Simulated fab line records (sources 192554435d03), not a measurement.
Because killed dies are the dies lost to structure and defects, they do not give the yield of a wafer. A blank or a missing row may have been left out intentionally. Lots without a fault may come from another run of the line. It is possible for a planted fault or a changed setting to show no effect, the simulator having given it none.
Which tool is to blame? || flow n5_finfet || 63 wafers from 21 lots sampled at 3 of the route's 1938 steps

## WHAT THE GAUGES SHOWED, per wafer
N5_SD_EPI_N_INSPECT_11: inspects for defects (macro). Usual: raw_defect_count 2.0, standard deviation 1.4.
{"lot": "L074", "measured": "day 3 01:14", "on": "defect_inspect-02", "raw_defect_count": "1 0 2", "flag": ""}
{"lot": "L075", "measured": "day 3 06:34", "on": "defect_inspect-01", "raw_defect_count": "1 0 0", "flag": ""}
{"lot": "L076", "measured": "day 3 11:49", "on": "defect_inspect-02", "raw_defect_count": "2 2 2", "flag": ""}
{"lot": "L077", "measured": "day 3 18:40", "on": "defect_inspect-01", "raw_defect_count": "3 2 3", "flag": ""}
{"lot": "L079", "measured": "day 4 07:32", "on": "defect_inspect-01", "raw_defect_count": "2 3 0", "flag": ""}
{"lot": "L080", "measured": "day 4 11:02", "on": "defect_inspect-01", "raw_defect_count": "1 4 4", "flag": ""}
{"lot": "L081", "measured": "day 4 18:32", "on": "defect_inspect-02", "raw_defect_count": "2 3 4", "flag": ""}
{"lot": "L082", "measured": "day 5 04:19", "on": "defect_inspect-02", "raw_defect_count": "2 4 3", "flag": ""}
{"lot": "L083", "measured": "day 5 07:49", "on": "defect_inspect-01", "raw_defect_count": "2 4 4", "flag": ""}
{"lot": "L084", "measured": "day 5 13:04", "on": "defect_inspect-01", "raw_defect_count": "0 4 5", "flag": ""}
{"lot": "L085", "measured": "day 5 20:11", "on": "defect_inspect-02", "raw_defect_count": "3 3 4", "flag": ""}
{"lot": "L086", "measured": "day 6 04:26", "on": "defect_inspect-02", "raw_defect_count": "3 4 0", "flag": ""}
{"lot": "L087", "measured": "day 6 09:16", "on": "defect_inspect-01", "raw_defect_count": "2 3 4", "flag": ""}
{"lot": "L088", "measured": "day 6 14:14", "on": "defect_inspect-01", "raw_defect_count": "2 2 1", "flag": ""}
{"lot": "L089", "measured": "day 6 19:25", "on": "defect_inspect-01", "raw_defect_count": "1 3 2", "flag": ""}
{"lot": "L090", "measured": "day 7 00:45", "on": "defect_inspect-01", "raw_defect_count": "0 5 2", "flag": ""}
{"lot": "L091", "measured": "day 7 06:49", "on": "defect_inspect-02", "raw_defect_count": "0 4 0", "flag": ""}
{"lot": "L092", "measured": "day 7 12:43", "on": "defect_inspect-01", "raw_defect_count": "1 0 2", "flag": ""}
{"lot": "L093", "measured": "day 7 21:30", "on": "defect_inspect-01", "raw_defect_count": "1 2 0", "flag": ""}
{"lot": "L094", "measured": "day 8 00:07", "on": "defect_inspect-02", "raw_defect_count": "0 2 1", "flag": ""}
{"lot": "L097", "measured": "day 8 18:20", "on": "defect_inspect-02", "raw_defect_count": "1 4 3", "flag": ""}

## TOOL THAT RAN EACH LOT (tool first, then ch and the chambers of the sampled wafers, then the start)
{"lot": "L074", "N5_DUMMY_GATE_ETCH_29": "rie_diel-05 ch 1,2, day 2 22:55", "N5_DUMMY_GATE_HM_OPEN_21": "rie_diel-03 ch 0,1, day 2 23:32"}
{"lot": "L075", "N5_DUMMY_GATE_ETCH_29": "rie_diel-03 ch 2,3, day 3 04:22", "N5_DUMMY_GATE_HM_OPEN_21": "rie_diel-06 ch 0,3, day 3 05:00"}
{"lot": "L076", "N5_DUMMY_GATE_ETCH_29": "rie_diel-06 ch 0,1,2, day 3 09:33", "N5_DUMMY_GATE_HM_OPEN_21": "rie_diel-05 ch 0,1,2, day 3 10:08"}
{"lot": "L077", "N5_DUMMY_GATE_ETCH_29": "rie_diel-05 ch 0,1, day 3 16:23", "N5_DUMMY_GATE_HM_OPEN_21": "rie_diel-03 ch 0,2,3, day 3 16:49"}
{"lot": "L079", "N5_DUMMY_GATE_ETCH_29": "rie_diel-05 ch 0,1,2, day 4 03:59", "N5_DUMMY_GATE_HM_OPEN_21": "rie_diel-03 ch 0,2,3, day 4 04:40"}
{"lot": "L080", "N5_DUMMY_GATE_ETCH_29": "rie_diel-05 ch 0,2,3, day 4 09:01", "N5_DUMMY_GATE_HM_OPEN_21": "rie_diel-05 ch 0,1,3, day 4 09:28"}
{"lot": "L081", "N5_DUMMY_GATE_ETCH_29": "rie_diel-06 ch 0,3, day 4 16:16", "N5_DUMMY_GATE_HM_OPEN_21": "rie_diel-03 ch 2,3, day 4 16:42"}
{"lot": "L082", "N5_DUMMY_GATE_ETCH_29": "rie_diel-03 ch 0,1,2, day 5 01:45", "N5_DUMMY_GATE_HM_OPEN_21": "rie_diel-03 ch 0,1,3, day 5 02:11"}
{"lot": "L083", "N5_DUMMY_GATE_ETCH_29": "rie_diel-06 ch 1,2,3, day 5 05:25", "N5_DUMMY_GATE_HM_OPEN_21": "rie_diel-06 ch 1,2,3, day 5 05:58"}
{"lot": "L084", "N5_DUMMY_GATE_ETCH_29": "rie_diel-06 ch 0,3, day 5 10:45", "N5_DUMMY_GATE_HM_OPEN_21": "rie_diel-03 ch 0,1,2, day 5 11:12"}
{"lot": "L085", "N5_DUMMY_GATE_ETCH_29": "rie_diel-06 ch 0,2, day 5 17:58", "N5_DUMMY_GATE_HM_OPEN_21": "rie_diel-05 ch 0,1,2, day 5 18:35"}
{"lot": "L086", "N5_DUMMY_GATE_ETCH_29": "rie_diel-03 ch 0,2,3, day 6 02:20", "N5_DUMMY_GATE_HM_OPEN_21": "rie_diel-05 ch 0,1,2, day 6 02:48"}
{"lot": "L087", "N5_DUMMY_GATE_ETCH_29": "rie_diel-03 ch 0,1,2, day 6 06:28", "N5_DUMMY_GATE_HM_OPEN_21": "rie_diel-05 ch 1,2, day 6 06:57"}
{"lot": "L088", "N5_DUMMY_GATE_ETCH_29": "rie_diel-05 ch 0,1,2, day 6 12:13", "N5_DUMMY_GATE_HM_OPEN_21": "rie_diel-03 ch 0,2, day 6 12:40"}
{"lot": "L089", "N5_DUMMY_GATE_ETCH_29": "rie_diel-06 ch 1,2, day 6 17:21", "N5_DUMMY_GATE_HM_OPEN_21": "rie_diel-03 ch 0,2,3, day 6 17:50"}
{"lot": "L090", "N5_DUMMY_GATE_ETCH_29": "rie_diel-06 ch 1,2, day 6 22:24", "N5_DUMMY_GATE_HM_OPEN_21": "rie_diel-06 ch 0,1,2, day 6 22:50"}
{"lot": "L091", "N5_DUMMY_GATE_ETCH_29": "rie_diel-03 ch 2,3, day 7 04:40", "N5_DUMMY_GATE_HM_OPEN_21": "rie_diel-03 ch 2,3, day 7 05:06"}
{"lot": "L092", "N5_DUMMY_GATE_ETCH_29": "rie_diel-06 ch 0,1, day 7 10:42", "N5_DUMMY_GATE_HM_OPEN_21": "rie_diel-05 ch 2,3, day 7 11:09"}
{"lot": "L093", "N5_DUMMY_GATE_ETCH_29": "rie_diel-03 ch 2,3, day 7 19:21", "N5_DUMMY_GATE_HM_OPEN_21": "rie_diel-03 ch 0,2,3, day 7 19:47"}
{"lot": "L094", "N5_DUMMY_GATE_ETCH_29": "rie_diel-05 ch 0,1,2, day 7 21:07", "N5_DUMMY_GATE_HM_OPEN_21": "rie_diel-03 ch 0,2,3, day 7 21:33"}
{"lot": "L097", "N5_DUMMY_GATE_ETCH_29": "rie_diel-05 ch 0,1,2, day 8 15:22", "N5_DUMMY_GATE_HM_OPEN_21": "rie_diel-05 ch 0,2, day 8 15:48"}
- N5_DUMMY_GATE_ETCH_29: etches underlayer in N2/H2, target depth 13 nm.
- N5_DUMMY_GATE_HM_OPEN_21: chemistry CH3F/O2, target SiNx, target depth 120 nm, time 171.4 s.

## WHAT THE TOOLS THEMSELVES READ (means of the sampled wafers that have a number; where no wafer has one, the mark that the record gives instead)
N5_DUMMY_GATE_ETCH_29. Usual: drypump_motor_current_A 5.8 A, standard deviation 0.5; oes_product_au 0.74 a.u., standard deviation 0.037; rf_vpp_V 525.1 V, standard deviation 2.4; showerhead_plenum_p_Torr 2.59 Torr, standard deviation 0.087; throttle_valve_pct 17.96 %, standard deviation 0.26.
{"lot": "L074", "tool": "rie_diel-05", "drypump_motor_current_A (A)": 5.5, "oes_product_au (a.u.)": 0.74, "rf_vpp_V (V)": 526.2, "showerhead_plenum_p_Torr (Torr)": 2.67, "throttle_valve_pct (%)": 18.08, "flag": ""}
{"lot": "L075", "tool": "rie_diel-03", "drypump_motor_current_A (A)": 5.7, "oes_product_au (a.u.)": 0.78, "rf_vpp_V (V)": 526.2, "showerhead_plenum_p_Torr (Torr)": 2.62, "throttle_valve_pct (%)": 18.25, "flag": ""}
{"lot": "L076", "tool": "rie_diel-06", "drypump_motor_current_A (A)": 6.0, "oes_product_au (a.u.)": 0.75, "rf_vpp_V (V)": 524.7, "showerhead_plenum_p_Torr (Torr)": 2.58, "throttle_valve_pct (%)": 17.76, "flag": ""}
{"lot": "L077", "tool": "rie_diel-05", "drypump_motor_current_A (A)": 5.2, "oes_product_au (a.u.)": 0.76, "rf_vpp_V (V)": 526.6, "showerhead_plenum_p_Torr (Torr)": 2.66, "throttle_valve_pct (%)": 17.98, "flag": ""}
{"lot": "L079", "tool": "rie_diel-05", "drypump_motor_current_A (A)": 5.6, "oes_product_au (a.u.)": 0.76, "rf_vpp_V (V)": 527.7, "showerhead_plenum_p_Torr (Torr)": 2.66, "throttle_valve_pct (%)": 17.88, "flag": ""}
{"lot": "L080", "tool": "rie_diel-05", "drypump_motor_current_A (A)": 5.9, "oes_product_au (a.u.)": 0.75, "rf_vpp_V (V)": 525.6, "showerhead_plenum_p_Torr (Torr)": 2.61, "throttle_valve_pct (%)": 17.86, "flag": ""}
{"lot": "L081", "tool": "rie_diel-06", "drypump_motor_current_A (A)": 5.4, "oes_product_au (a.u.)": 0.75, "rf_vpp_V (V)": 522.8, "showerhead_plenum_p_Torr (Torr)": 2.49, "throttle_valve_pct (%)": 17.77, "flag": ""}
{"lot": "L082", "tool": "rie_diel-03", "drypump_motor_current_A (A)": 6.0, "oes_product_au (a.u.)": 0.74, "rf_vpp_V (V)": 525.7, "showerhead_plenum_p_Torr (Torr)": 2.63, "throttle_valve_pct (%)": 18.13, "flag": ""}
{"lot": "L083", "tool": "rie_diel-06", "drypump_motor_current_A (A)": 5.9, "oes_product_au (a.u.)": 0.75, "rf_vpp_V (V)": 522.9, "showerhead_plenum_p_Torr (Torr)": 2.50, "throttle_valve_pct (%)": 17.77, "flag": ""}
{"lot": "L084", "tool": "rie_diel-06", "drypump_motor_current_A (A)": 5.4, "oes_product_au (a.u.)": 0.74, "rf_vpp_V (V)": 521.9, "showerhead_plenum_p_Torr (Torr)": 2.49, "throttle_valve_pct (%)": 17.76, "flag": ""}
{"lot": "L085", "tool": "rie_diel-06", "drypump_motor_current_A (A)": 6.4, "oes_product_au (a.u.)": 0.77, "rf_vpp_V (V)": 523.6, "showerhead_plenum_p_Torr (Torr)": 2.52, "throttle_valve_pct (%)": 17.90, "flag": ""}
{"lot": "L086", "tool": "rie_diel-03", "drypump_motor_current_A (A)": 5.8, "oes_product_au (a.u.)": 0.73, "rf_vpp_V (V)": 526.5, "showerhead_plenum_p_Torr (Torr)": 2.63, "throttle_valve_pct (%)": 18.25, "flag": ""}
{"lot": "L087", "tool": "rie_diel-03", "drypump_motor_current_A (A)": 6.0, "oes_product_au (a.u.)": 0.73, "rf_vpp_V (V)": 526.0, "showerhead_plenum_p_Torr (Torr)": 2.63, "throttle_valve_pct (%)": 18.15, "flag": ""}
{"lot": "L088", "tool": "rie_diel-05", "drypump_motor_current_A (A)": 5.6, "oes_product_au (a.u.)": 0.75, "rf_vpp_V (V)": 525.9, "showerhead_plenum_p_Torr (Torr)": 2.65, "throttle_valve_pct (%)": 17.91, "flag": ""}
{"lot": "L089", "tool": "rie_diel-06", "drypump_motor_current_A (A)": 6.0, "oes_product_au (a.u.)": 0.74, "rf_vpp_V (V)": 524.2, "showerhead_plenum_p_Torr (Torr)": 2.57, "throttle_valve_pct (%)": 17.75, "flag": ""}
{"lot": "L090", "tool": "rie_diel-06", "drypump_motor_current_A (A)": 6.0, "oes_product_au (a.u.)": 0.73, "rf_vpp_V (V)": 524.9, "showerhead_plenum_p_Torr (Torr)": 2.56, "throttle_valve_pct (%)": 17.75, "flag": ""}
{"lot": "L091", "tool": "rie_diel-03", "drypump_motor_current_A (A)": 5.8, "oes_product_au (a.u.)": 0.72, "rf_vpp_V (V)": 526.2, "showerhead_plenum_p_Torr (Torr)": 2.63, "throttle_valve_pct (%)": 18.44, "flag": ""}
{"lot": "L092", "tool": "rie_diel-06", "drypump_motor_current_A (A)": 5.7, "oes_product_au (a.u.)": 0.71, "rf_vpp_V (V)": 526.1, "showerhead_plenum_p_Torr (Torr)": 2.62, "throttle_valve_pct (%)": 17.72, "flag": ""}
{"lot": "L093", "tool": "rie_diel-03", "drypump_motor_current_A (A)": 5.7, "oes_product_au (a.u.)": 0.74, "rf_vpp_V (V)": 525.2, "showerhead_plenum_p_Torr (Torr)": 2.60, "throttle_valve_pct (%)": 18.30, "flag": ""}
{"lot": "L094", "tool": "rie_diel-05", "drypump_motor_current_A (A)": 5.6, "oes_product_au (a.u.)": 0.74, "rf_vpp_V (V)": 526.6, "showerhead_plenum_p_Torr (Torr)": 2.65, "throttle_valve_pct (%)": 17.93, "flag": ""}
{"lot": "L097", "tool": "rie_diel-05", "drypump_motor_current_A (A)": 5.6, "oes_product_au (a.u.)": 0.74, "rf_vpp_V (V)": 526.5, "showerhead_plenum_p_Torr (Torr)": 2.65, "throttle_valve_pct (%)": 17.93, "flag": ""}

N5_DUMMY_GATE_HM_OPEN_21. Usual: drypump_motor_current_A 5.8 A, standard deviation 0.43; oes_product_au 0.73 a.u., standard deviation 0.04; rf_vpp_V 301 V, standard deviation 9.4; showerhead_plenum_p_Torr 2.07 Torr, standard deviation 0.048; throttle_valve_pct 16.57 %, standard deviation 0.19.
{"lot": "L074", "tool": "rie_diel-03", "drypump_motor_current_A (A)": 6.1, "oes_product_au (a.u.)": 0.73, "rf_vpp_V (V)": 311, "showerhead_plenum_p_Torr (Torr)": 2.11, "throttle_valve_pct (%)": 16.53, "flag": ""}
{"lot": "L075", "tool": "rie_diel-06", "drypump_motor_current_A (A)": 5.6, "oes_product_au (a.u.)": 0.74, "rf_vpp_V (V)": 305, "showerhead_plenum_p_Torr (Torr)": 2.03, "throttle_valve_pct (%)": 16.31, "flag": ""}
{"lot": "L076", "tool": "rie_diel-05", "drypump_motor_current_A (A)": 5.6, "oes_product_au (a.u.)": 0.76, "rf_vpp_V (V)": 302, "showerhead_plenum_p_Torr (Torr)": 2.12, "throttle_valve_pct (%)": 16.40, "flag": ""}
{"lot": "L077", "tool": "rie_diel-03", "drypump_motor_current_A (A)": 5.8, "oes_product_au (a.u.)": 0.76, "rf_vpp_V (V)": 299, "showerhead_plenum_p_Torr (Torr)": 2.09, "throttle_valve_pct (%)": 16.65, "flag": ""}
{"lot": "L079", "tool": "rie_diel-03", "drypump_motor_current_A (A)": 5.8, "oes_product_au (a.u.)": 0.75, "rf_vpp_V (V)": 299, "showerhead_plenum_p_Torr (Torr)": 2.09, "throttle_valve_pct (%)": 16.64, "flag": ""}
{"lot": "L080", "tool": "rie_diel-05", "drypump_motor_current_A (A)": 5.5, "oes_product_au (a.u.)": 0.74, "rf_vpp_V (V)": 305, "showerhead_plenum_p_Torr (Torr)": 2.09, "throttle_valve_pct (%)": 16.51, "flag": ""}
{"lot": "L081", "tool": "rie_diel-03", "drypump_motor_current_A (A)": 5.7, "oes_product_au (a.u.)": 0.77, "rf_vpp_V (V)": 290, "showerhead_plenum_p_Torr (Torr)": 2.07, "throttle_valve_pct (%)": 16.70, "flag": ""}
{"lot": "L082", "tool": "rie_diel-03", "drypump_motor_current_A (A)": 6.0, "oes_product_au (a.u.)": 0.70, "rf_vpp_V (V)": 301, "showerhead_plenum_p_Torr (Torr)": 2.10, "throttle_valve_pct (%)": 16.69, "flag": ""}
{"lot": "L083", "tool": "rie_diel-06", "drypump_motor_current_A (A)": 5.9, "oes_product_au (a.u.)": 0.76, "rf_vpp_V (V)": 300, "showerhead_plenum_p_Torr (Torr)": 2.01, "throttle_valve_pct (%)": 16.47, "flag": ""}
{"lot": "L084", "tool": "rie_diel-03", "drypump_motor_current_A (A)": 6.0, "oes_product_au (a.u.)": 0.74, "rf_vpp_V (V)": 301, "showerhead_plenum_p_Torr (Torr)": 2.08, "throttle_valve_pct (%)": 16.61, "flag": ""}
{"lot": "L085", "tool": "rie_diel-05", "drypump_motor_current_A (A)": 5.6, "oes_product_au (a.u.)": 0.74, "rf_vpp_V (V)": 301, "showerhead_plenum_p_Torr (Torr)": 2.11, "throttle_valve_pct (%)": 16.44, "flag": ""}
{"lot": "L086", "tool": "rie_diel-05", "drypump_motor_current_A (A)": 5.6, "oes_product_au (a.u.)": 0.74, "rf_vpp_V (V)": 302, "showerhead_plenum_p_Torr (Torr)": 2.11, "throttle_valve_pct (%)": 16.42, "flag": ""}
{"lot": "L087", "tool": "rie_diel-05", "drypump_motor_current_A (A)": 5.5, "oes_product_au (a.u.)": 0.72, "rf_vpp_V (V)": 304, "showerhead_plenum_p_Torr (Torr)": 2.11, "throttle_valve_pct (%)": 16.60, "flag": ""}
{"lot": "L088", "tool": "rie_diel-03", "drypump_motor_current_A (A)": 5.8, "oes_product_au (a.u.)": 0.74, "rf_vpp_V (V)": 308, "showerhead_plenum_p_Torr (Torr)": 2.09, "throttle_valve_pct (%)": 16.56, "flag": ""}
{"lot": "L089", "tool": "rie_diel-03", "drypump_motor_current_A (A)": 5.8, "oes_product_au (a.u.)": 0.73, "rf_vpp_V (V)": 299, "showerhead_plenum_p_Torr (Torr)": 2.09, "throttle_valve_pct (%)": 16.69, "flag": ""}
{"lot": "L090", "tool": "rie_diel-06", "drypump_motor_current_A (A)": 6.0, "oes_product_au (a.u.)": 0.73, "rf_vpp_V (V)": 306, "showerhead_plenum_p_Torr (Torr)": 2.05, "throttle_valve_pct (%)": 16.40, "flag": ""}
{"lot": "L091", "tool": "rie_diel-03", "drypump_motor_current_A (A)": 5.7, "oes_product_au (a.u.)": 0.75, "rf_vpp_V (V)": 289, "showerhead_plenum_p_Torr (Torr)": 2.06, "throttle_valve_pct (%)": 16.74, "flag": ""}
{"lot": "L092", "tool": "rie_diel-05", "drypump_motor_current_A (A)": 6.2, "oes_product_au (a.u.)": 0.70, "rf_vpp_V (V)": 305, "showerhead_plenum_p_Torr (Torr)": 2.05, "throttle_valve_pct (%)": 16.60, "flag": ""}
{"lot": "L093", "tool": "rie_diel-03", "drypump_motor_current_A (A)": 5.8, "oes_product_au (a.u.)": 0.72, "rf_vpp_V (V)": 299, "showerhead_plenum_p_Torr (Torr)": 2.08, "throttle_valve_pct (%)": 16.70, "flag": ""}
{"lot": "L094", "tool": "rie_diel-03", "drypump_motor_current_A (A)": 5.8, "oes_product_au (a.u.)": 0.72, "rf_vpp_V (V)": 300, "showerhead_plenum_p_Torr (Torr)": 2.08, "throttle_valve_pct (%)": 16.71, "flag": ""}
{"lot": "L097", "tool": "rie_diel-05", "drypump_motor_current_A (A)": 5.7, "oes_product_au (a.u.)": 0.75, "rf_vpp_V (V)": 300, "showerhead_plenum_p_Torr (Torr)": 2.10, "throttle_valve_pct (%)": 16.32, "flag": ""}

## THE ANSWER, worked out from the rows above alone
Rule: a lot is off if the mean of its wafers that have a number lies more than 3 standard deviations from the usual mean. Also off: a lot with no number at a reading for which 4 or more lots have one. Any other lot the step has rows for is counted as sound. First the gauges in route order, then the tools' own readings, where a lot's mean is used as printed above. The first step at which some lot is off is used, and at that step the reading that is off furthest; a lot without a number counts as furthest.
No lot is off at any reading shown: from this, nothing can be told.

## WHAT THE SIMULATOR HAD INSERTED
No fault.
